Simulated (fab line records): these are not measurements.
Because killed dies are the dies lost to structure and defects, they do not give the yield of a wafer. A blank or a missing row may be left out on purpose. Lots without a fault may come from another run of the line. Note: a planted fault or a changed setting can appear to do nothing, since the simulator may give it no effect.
Comparing a struck lot with a sound one -- flow n5_finfet -- 15 steps out of a route of 1938
Sound: the wafers L577.1, L577.4, L577.5. Struck: wafer L584.1 (left out: L584.4, a lot-mate that was not struck); the cause follows at the end.
Per side, at each step with rows, come the tool, then ch with its chambers, and then its first start. Under that, the readings that differ: sound wafers -- struck wafers -- difference of the means -- sigmas: that difference in standard deviations of wafers without a fault.
alike: readings with means less than 2 such deviations apart, plus words and numbers identical on both sides. not compared: withheld readings, readings lacking a value on some wafer, bounds such as >300 that could conceal the same value, and numbers that have no deviation in the record and whose values overlap.
Wherever a step has rows on one side only, a row that says differs or no value, or a row with sigmas, the two part there. When numbers do not overlap yet have no deviation, they are printed without sigmas and do not part them. A reading that every wafer of one side lacks parts them only if that side has two wafers or more.

N5_BEOL_M0_SAQP_HM_OPEN_112: chemistry CHF3/O2, target SiO2, stops on a-Si, target depth 12 nm, time 13.5 s.
  sound on rie_diel-01 ch 1,3, day 6 03:46; struck on rie_diel-06 ch 1, day 7 22:57
reading,sound,struck,difference,sigmas
oes_product_au (a.u.),0.59 0.55 0.55,0.44,-0.12,-2
  alike: O2_flow_sccm, drypump_motor_current_A, rf_vpp_V, showerhead_plenum_p_Torr, throttle_valve_pct
  not compared: rf_hours_counter_h
then, 1 step without rows for these wafers: N5_BEOL_M0_SAQP_STRIP_113 (strips in CHF3/O2).
N5_BEOL_M0_SAQP_MANDREL_ETCH_20: etches a-Si in HBr/Cl2, stops on SiNx, target depth 60 nm, bt time 10 s, time 30 s.
  sound on rie_si-06 ch 0,2,3, day 6 03:50; struck on rie_si-06 ch 1, day 7 23:02
  alike: drypump_motor_current_A, oes_product_au, throttle_valve_pct
  not compared: rf_hours_counter_h
N5_BEOL_M0_SAQP_STRIP_86: strips in N2/H2.
  sound on rie_diel-02 ch 1,2,3, day 6 03:56; struck on rie_diel-06 ch 2, day 7 23:16
  alike: drypump_motor_current_A, oes_product_au, rf_vpp_V, showerhead_plenum_p_Torr, throttle_valve_pct
  not compared: rf_hours_counter_h
then, 2 steps without rows for these wafers: N5_BEOL_M0_SAQP_STRIP_115 (strips in post etch residue remover, time 60 s); N5_BEOL_M0_SAQP_SRD_93 (time 30 s).
N5_BEOL_M0_SAQP_RECESS_114: chemistry HF/NH3, target SiO2, target depth 14.4 nm, afs cycles 3, sublimation time 60 s.
  sound on vapor_etch-02 ch 0,1, day 6 04:04; struck on vapor_etch-01 ch 1, day 7 23:25
  alike: drypump_motor_current_A
then, 1 step without rows for these wafers: N5_BEOL_M0_SAQP_SPACER1_ALD_98 (deposits SiO2, target thk 12.8 nm, pulse time 1 s, purge time 2 s).
N5_BEOL_M0_SAQP_SPACER1_ETCHBACK_99: etches SiO2 in CHF3/O2, target depth 15.4 nm, time 7.7 s.
  sound on rie_diel-02 ch 0,1,3, day 6 04:56; struck on rie_diel-02 ch 3, day 8 01:04
  alike: O2_flow_sccm, drypump_motor_current_A, oes_product_au, rf_vpp_V, showerhead_plenum_p_Torr, throttle_valve_pct
  not compared: rf_hours_counter_h
then, 1 step without rows for these wafers: N5_BEOL_M0_SAQP_MANDREL1_REMOVE_100 (chemistry HBr/Cl2/O2, target a-Si, stops on SiNx, bt time 10 s).
N5_BEOL_M0_SAQP_CD_MEAS_25 targets a cd of 13.1 nm.
  sound on cd_sem-01 ch 0, day 6 05:07; struck on cd_sem-01 ch 0, day 8 01:15
  alike: cd_nm
then, 1 step without rows for these wafers: N5_BEOL_M0_SAQP_ETCH_101 (etches SiNx in CH3F/O2, target depth 29.9 nm, time 42.7 s).
N5_BEOL_M0_SAQP_ETCH_102: etches SiO2 in CF4, target depth 4 nm, time 4.4 s.
  sound on rie_si-01 ch 1,2, day 6 05:16; struck on rie_si-01 ch 0, day 8 01:24
reading,sound,struck,difference,sigmas
oes_product_au (a.u.),0.985 1.012 0.993,0.841,-0.156,-7
throttle_valve_pct (%),21.64 21.61 21.64,22.18,+0.55,+2
model.etch.depth_nm (nm),3.982 4.015 4,3.073,-0.926,
  alike: drypump_motor_current_A
  not compared: rf_hours_counter_h
then, 1 step without rows for these wafers: N5_BEOL_M0_SAQP_MANDREL_ETCH_103 (etches a-Si in HBr/Cl2, stops on SiCN, target depth 45 nm, bt time 10 s, time 27 s).
-- here the record skips 3 days between the struck wafers' starts before and after, leaving off in module BEOL_M0_SAQP and picking up in module BEOL_M4 (first step shown: number 1111 of the route) --
N5_BEOL_M4_RC_MEAS_101:
  sound on prober-02 ch 0, day 8 14:34; struck on prober-01 ch 0, day 10 20:40
reading,sound,struck,difference,sigmas
DIBL_P (mV/V),39.7 38.9 40.0,35.0,-4.5,-2
SS_P (mV/dec),74.0 74.4 74.2,72.7,-1.5,-2
  alike: DIBL_N, IOFF_N, IOFF_P, ION_N, ION_P, SS_N, VT_N, VT_P

== WHERE THEY PART ==
Earliest at N5_BEOL_M0_SAQP_HM_OPEN_112; latest, in this record, at N5_BEOL_M4_RC_MEAS_101.

WHY: what the simulator had put in
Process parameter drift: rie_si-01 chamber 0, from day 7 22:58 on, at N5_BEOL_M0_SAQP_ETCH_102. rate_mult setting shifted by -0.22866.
